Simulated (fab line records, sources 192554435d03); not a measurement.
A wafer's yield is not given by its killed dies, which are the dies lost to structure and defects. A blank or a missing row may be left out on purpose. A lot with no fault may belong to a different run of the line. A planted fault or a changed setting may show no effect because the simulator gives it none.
Matching of chambers -- flow n5_finfet -- ald_metal-04 running N5_HKMG_FIN_ALD_91: 4 sister chambers
The step deposits TiN, target thk 1 nm, pulse time 1 s, purge time 3 s. 15 wafers are shown with their chamber, then 7 later ones without.

== WAFERS PAIRED WITH THEIR CHAMBERS ==
wafer,chamber,heater_power_w (W),precursor_pulse_height_rel
L721.2,2,885,0.974
L721.5,0,843,1.028
L726.1,3,921,1.005
L726.3,2,858,0.997
L729.1,1,948,1.029
L729.5,2,849,1.007
L729.6,3,945,1.071
L730.2,1,968,1.014
L730.3,2,862,1.009
L730.4,0,845,0.997
L735.1,0,832,0.971
L735.2,2,871,0.992
L735.5,0,842,1.026
L734.3,3,976,1.016
L734.4,0,837,1.010

SIGNATURES, as means of the wafers listed above
reading,chamber 0,chamber 1,chamber 2,chamber 3,scatter within a chamber
heater_power_w,839.80,958.00,865.00,947.33,15.3
precursor_pulse_height_rel,1.00640,1.02150,0.99580,1.03067,0.0226
Rule: for a wafer and a chamber, the distance is found by dividing, reading by reading, the gap between the wafer's reading and the chamber's mean by the reading's scatter, squaring, summing and taking the root. The wafer belongs to the nearest chamber; if the next one is less than 2 further off, it can't be placed. How the scatter is found: for the shown wafers, subtract from each reading the mean of its chamber, square and add these, divide the total by (wafers less chambers), then take the root.

== WAFERS WHOSE CHAMBER IS MISSING ==
wafer,heater_power_w (W),precursor_pulse_height_rel
L734.5,878,1.011
L736.1,971,1.008
L736.4,863,1.001
L736.6,947,0.965
L738.1,817,0.973
L738.3,952,1.005
L738.6,856,0.999

== WHICH CHAMBER EACH WENT THROUGH ==
wafer,from the rows above,in truth
L734.5,can't be placed: 2 or 0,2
L736.1,can't be placed: 1 or 3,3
L736.4,can't be placed: 2 or 0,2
L736.6,can't be placed: 1 or 3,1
L738.1,can't be placed: 0 or 2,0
L738.3,can't be placed: 1 or 3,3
L738.6,can't be placed: 2 or 0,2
0 of 7 placed correctly. Can't be placed from these rows: 7 (the true chamber is among the candidates in 7). Wrongly placed: 0.
